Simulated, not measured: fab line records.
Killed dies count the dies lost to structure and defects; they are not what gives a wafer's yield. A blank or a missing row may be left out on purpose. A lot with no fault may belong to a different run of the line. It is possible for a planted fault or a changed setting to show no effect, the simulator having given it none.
Matching of chambers    flow nand_harc    NHARC_P_CONTACT_ETCH_35 on rie_diel-04: 4 sister chambers
The step etches the open film in CF4, target depth 39 nm, time 65 s. 8 wafers are shown with their chamber, then 7 later ones without.

WAFERS PAIRED WITH THEIR CHAMBERS
wafer   chamber  drypump_motor_current_A (A)  rf_vpp_V (V)
L079.1  0        5.7                          151.3
L079.2  1        6.1                          149.0
L079.3  0        5.7                          152.5
L086.1  3        6.5                          151.4
L086.3  2        6.1                          150.0
L086.4  1        6.1                          150.3
L092.3  2        6.2                          151.1
L092.4  3        6.4                          150.7

WAFERS WHOSE CHAMBER IS MISSING
wafer   drypump_motor_current_A (A)  rf_vpp_V (V)
L092.5  6.4                          153.2
L094.1  6.5                          151.0
L094.2  6.1                          151.4
L094.6  6.2                          149.9
L095.2  5.7                          151.0
L095.5  6.1                          149.7
L095.6  5.7                          150.8

WHICH CHAMBER EACH WENT THROUGH
wafer   from the rows above      in truth
L092.5  3                        3
L094.1  3                        3
L094.2  can't be placed: 2 or 1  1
L094.6  can't be placed: 2 or 1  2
L095.2  0                        0
L095.5  can't be placed: 1 or 2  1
L095.6  0                        0
4 of 7 placed correctly. Not placeable from these rows: 3 (in 3, the candidates include the true chamber). Number placed wrongly: 0.
How it was worked out, from the rows above alone: a wafer's distance from a chamber is the root of the sum, over the readings, of the square of ((its reading less the chamber's mean) divided by the reading's scatter). The wafer belongs to the nearest chamber; if the next one is less than 2 further off, it can't be placed. For every chamber, the mean is computed from those of its wafers that are shown. The scatter: take each reading less its chamber's mean, square it, sum over the shown wafers, divide by the number of wafers less the number of chambers, and take the root.
